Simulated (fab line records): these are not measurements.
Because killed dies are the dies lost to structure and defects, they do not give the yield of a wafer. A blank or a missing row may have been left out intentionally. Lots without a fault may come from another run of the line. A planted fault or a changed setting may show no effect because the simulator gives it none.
Problem report in the 8D (eight disciplines) form, filled by code | flow n5Finfet | the parts of the form that need people (team, actions taken, sign-off) are left out

== 1. THE ISSUE ==
Wafers without a fault read 1500.1 rpm, standard deviation 0.98; spinSpeedRpm at N5_MOL_CONTACT_COAG_COAT_63 reads a mean of 1362.4 rpm on 6 wafers belonging to 2 lots. So: -99 or more standard deviations from the usual mean.
The step: time 60 s, resist thk 10 nm.
The first sign was on wafer L474.4 at day 8 13:19, on lithoTrack-05. The record has a number at this step for 30 wafers belonging to 10 lots. The rule behind "out" and "out of limits": a value lying over 4 standard deviations away from the usual mean. All remaining wafers that have a number are taken as sound.

== 2. WHAT IT IS, WHAT IT ISN'T ==
question                    | is                     | is not
which readings at this step | spinSpeedRpm           | -
which lots                  | L474, L478             | L461, L463, L468, L469, L470, L479, L483, L484
which wafers of those lots  | all that have a number | -
read on which tools         | lithoTrack-05          | lithoTrack-02, lithoTrack-04
when                        | from day 8 13:19       | up to then (15 sound wafers); but 9 sound wafers of L479, L483, L484 came after

== 3. SUSPECTS, AND WHAT RULES EACH OUT ==
Counting: a tool at any process step up to the reading remains a suspect when it ran all the lots that are out and ran no sound lot after the first of those.
- lithoTrack-05 at N5_MOL_CONTACT_COAG_COAT_63 (time 60 s, resist thk 10 nm): kept. It ran every lot that is out, first L474 (day 8 13:19), and no sound lot after that; its last sound lot up to then is L470 (day 7 12:43). Out on those wafers are its own readings of spinSpeedRpm.
The count leaves lithoTrack-05 at N5_MOL_CONTACT_COAG_COAT_63.

== 4. THE CAUSE (what the simulator had put in) ==
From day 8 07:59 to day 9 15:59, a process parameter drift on lithoTrack-05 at N5_MOL_CONTACT_COAG_COAT_63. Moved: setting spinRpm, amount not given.
The count eliminated every tool but this one.

== 5. THE CHAIN OF EFFECTS, in route order ==
Each row: a reading whose mean over the struck wafers that have a number lies more than 3 standard deviations from the usual. Scope: only readings with a usual standard deviation given in the record; hours: median across lots of the time from each lot's start at the first step in this table that gives one to its start at this step; sigmas: change in usual standard deviations.
hours | step                        | reading      | usual      | on struck wafers | change | sigmas
0     | N5_MOL_CONTACT_COAG_COAT_63 | spinSpeedRpm | 1500.1 rpm | 1362.4           | -137.7 | -99 or more
Here are the process steps it includes:
- N5_MOL_CONTACT_COAG_COAT_63: time 60 s, resist thk 10 nm.
Later steps that measure or inspect, where all struck wafers having a row at the step show a number for every such reading and not one has moved that far: N5_MOL_CONTACT_COAG_OVL_MEAS_41, N5_BEOL_M4_RC_MEAS_101.

== 6. HOW IT WOULD HAVE BEEN CAUGHT EARLIER ==
First out-of-limits reading in this record: day 8 13:19, which is 5 hours after fault onset at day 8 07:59.
